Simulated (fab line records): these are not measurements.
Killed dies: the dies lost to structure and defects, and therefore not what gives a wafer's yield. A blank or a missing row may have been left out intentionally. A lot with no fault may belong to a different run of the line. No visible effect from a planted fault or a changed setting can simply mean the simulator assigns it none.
Matching of chambers || flow n5Finfet || N5_BEOL_M7_ETCH_72 on rieDiel-05: 4 sister chambers
The step etches underlayer in N2/H2, target depth 6.5 nm, time 5.2 s. 4 wafers are shown with their chamber, then 10 later ones without.

WAFERS PAIRED WITH THEIR CHAMBERS
{"wafer": "L090.1", "chamber": 1, "drypumpMotorCurrentA (A)": 5.3}
{"wafer": "L090.2", "chamber": 2, "drypumpMotorCurrentA (A)": 5.4}
{"wafer": "L092.4", "chamber": 3, "drypumpMotorCurrentA (A)": 5.3}
{"wafer": "L092.5", "chamber": 0, "drypumpMotorCurrentA (A)": 6.3}

WAFERS WHOSE CHAMBER IS MISSING
{"wafer": "L092.6", "drypumpMotorCurrentA (A)": 5.3}
{"wafer": "L093.1", "drypumpMotorCurrentA (A)": 5.3}
{"wafer": "L093.4", "drypumpMotorCurrentA (A)": 6.3}
{"wafer": "L093.6", "drypumpMotorCurrentA (A)": 5.4}
{"wafer": "L096.1", "drypumpMotorCurrentA (A)": 5.3}
{"wafer": "L096.3", "drypumpMotorCurrentA (A)": 6.3}
{"wafer": "L096.4", "drypumpMotorCurrentA (A)": 5.4}
{"wafer": "L097.1", "drypumpMotorCurrentA (A)": 5.3}
{"wafer": "L097.3", "drypumpMotorCurrentA (A)": 5.3}
{"wafer": "L097.6", "drypumpMotorCurrentA (A)": 5.5}

WHICH CHAMBER EACH ONE RAN IN
{"wafer": "L092.6", "from the rows above": "can't be placed: 1 or 3", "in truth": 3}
{"wafer": "L093.1", "from the rows above": "can't be placed: 1 or 3", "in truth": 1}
{"wafer": "L093.4", "from the rows above": 0, "in truth": 0}
{"wafer": "L093.6", "from the rows above": 2, "in truth": 2}
{"wafer": "L096.1", "from the rows above": "can't be placed: 1 or 3", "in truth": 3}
{"wafer": "L096.3", "from the rows above": 0, "in truth": 0}
{"wafer": "L096.4", "from the rows above": 2, "in truth": 2}
{"wafer": "L097.1", "from the rows above": "can't be placed: 1 or 3", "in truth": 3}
{"wafer": "L097.3", "from the rows above": "can't be placed: 1 or 3", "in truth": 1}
{"wafer": "L097.6", "from the rows above": 2, "in truth": 2}
Correct placement for 5 of the 10. Not placeable from these rows: 5 (in 5, the candidates include the true chamber). 0 placed wrongly.
How it was worked out, from the rows above alone: a wafer's distance from a chamber is the root of the sum, over the readings, of the square of ((its reading less the chamber's mean) divided by the reading's scatter). The wafer belongs to the nearest chamber; if the next one is less than 2 further off, it can't be placed. The mean given for a chamber averages the wafers shown for that chamber. The scatter: root of mean squared gap, hidden wafer to nearest shown wafer, with one shown wafer a chamber.
